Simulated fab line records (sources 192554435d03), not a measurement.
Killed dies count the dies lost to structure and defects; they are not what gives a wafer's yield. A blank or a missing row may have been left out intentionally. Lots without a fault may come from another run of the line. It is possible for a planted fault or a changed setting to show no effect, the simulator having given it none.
Lot-split experiment    flow n5_finfet    21 wafers read from 7 lots, route of 1938 steps

## THE SPLIT
At N5_FIN_SAQP_SPACER1_ALD_24 (deposits SiO2, target thk 20.3 nm, pulse time 1 s, purge time 2 s), the setting temp_c was moved away from the recipe's 300 C on 6 of the 21 wafers read, by -4.3% to +4.4%. The other wafers ran this setting at the recipe's value.

## FROM SPLIT TO READING: 1 step shown by the file between the two
- N5_FIN_SAQP_SPACER1_ETCHBACK_25: etches SiO2 in CHF3/O2, target depth 24.4 nm, time 12.2 s

## THE READING
FIN_SAQP.cd_nm (the simulator's own value, which no gauge read), in nm, at N5_FIN_SAQP_MANDREL1_REMOVE_56 (chemistry HBr/Cl2/O2, target a-Si, stops on SiNx, bt time 10 s). The file does not state a usual value for it. Average 20.3 nm, standard deviation 0.098 nm, over the 15 wafers here run with the recipe.

wafer   tool, chamber at the split  temp_c as run, C  against the recipe  FIN_SAQP.cd_nm, nm  against lot-mates on the recipe
L076.3  ald_sin-01, 2,1,0           300               recipe              20.2                -
L076.5  ald_sin-01, 2,1,0           300               recipe              20.2                -
L076.6  ald_sin-01, 2,1,0           300               recipe              20.2                -
L080.2  ald_sin-02, 1,2             300               recipe              20.2                -
L080.5  ald_sin-02, 1,2             300               recipe              20.4                -
L080.6  ald_sin-02, 3               300               recipe              20.4                -
L082.3  ald_sin-01, 2               300               recipe              20.2                -
L082.5  ald_sin-01, 2               308               +2.7%               19.8                -0.4
L082.6  ald_sin-01, 1               308               +2.7%               20                  -0.2
L084.1  ald_sin-02, 3               300               recipe              20.4                -
L084.2  ald_sin-02, 1               300               recipe              20.4                -
L084.6  ald_sin-02, 3               313.1             +4.4%               20                  -0.4
L089.1  ald_sin-01, 2               300               recipe              20.4                -
L089.6  ald_sin-01, 2               300               recipe              20.4                -
L089.4  ald_sin-01, 0               287.1             -4.3%               21.4                +1.0
L091.3  ald_sin-02, 1               287.4             -4.2%               21.4                +1.0
L091.4  ald_sin-02, 3               287.4             -4.2%               21.2                +0.8
L091.5  ald_sin-02, 0               300               recipe              20.4                -
L094.1  ald_sin-04, 3               300               recipe              20.2                -
L094.4  ald_sin-04, 2,1             300               recipe              20.4                -
L094.5  ald_sin-04, 2,1             300               recipe              20.4                -
When a row names more than one chamber, that row covers several wafers, and the file does not tell which wafer ran in which chamber.

FIT RESULTS
A straight line over all 21 wafers: FIN_SAQP.cd_nm changes by -0.188 nm for each +1% of temp_c; r = -0.93; the points scatter about the line by 0.16 nm.
The same after taking each lot's own level away (the mean of its wafers on the recipe; 21 wafers): -0.173 nm for each +1%; r = -0.94; scatter 0.13 nm.
According to that fit, moving temp_c by its largest amount changes the reading by 0.75 nm.
From 20.20 to 20.40 nm: that is the span of the lots' own levels, equal to 2.0 times the standard deviation above.
So the lot-to-lot level changes the slope little: the two slopes agree.
Check: with one of the wafers moved furthest among these (+4.4%) left out of the fit, the line predicts -0.808 nm for it against its lot-mates. Against them it came out at -0.4 nm.

## THE OTHER SPLITS THESE WAFERS WENT THROUGH
Other splits were also applied to these wafers ahead of the reading. Each is held against what the fit with the lots' levels taken away leaves over:
other split on the same wafers           wafers away from the commonest value  r with FIN_SAQP.cd_nm (lot level and that fit taken away)
N5_ZERO_LAYER_EXPOSE_08 dose_mj          3                                     -0.26
N5_ZERO_LAYER_DEVELOP_10 develop_time_s  4                                     -0.22

## THE WHOLE CHAIN: every reading that the file lists as answering this split, in the file's order
step                            what it does                                                       reading                                                                                  change (the file's fit)                r (the file's)
N5_FIN_SAQP_SPACER1_ALD_24      deposits SiO2, target thk 20.3 nm, pulse time 1 s, purge time 2 s  SiO2_of_FIN_SAQP_SPACER1_ALD_24.thk_nm (the simulator's own value, which no gauge read)  -0.171 nm for each +1% of the setting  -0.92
N5_FIN_SAQP_MANDREL1_REMOVE_56  chemistry HBr/Cl2/O2, target a-Si, stops on SiNx, bt time 10 s     FIN_SAQP.cd_nm (the simulator's own value, which no gauge read)                          -0.171 nm for each +1% of the setting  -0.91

## THE FILE'S OWN FIT
FIN_SAQP.cd_nm changes by -0.171 nm for each +1% of temp_c, r = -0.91.
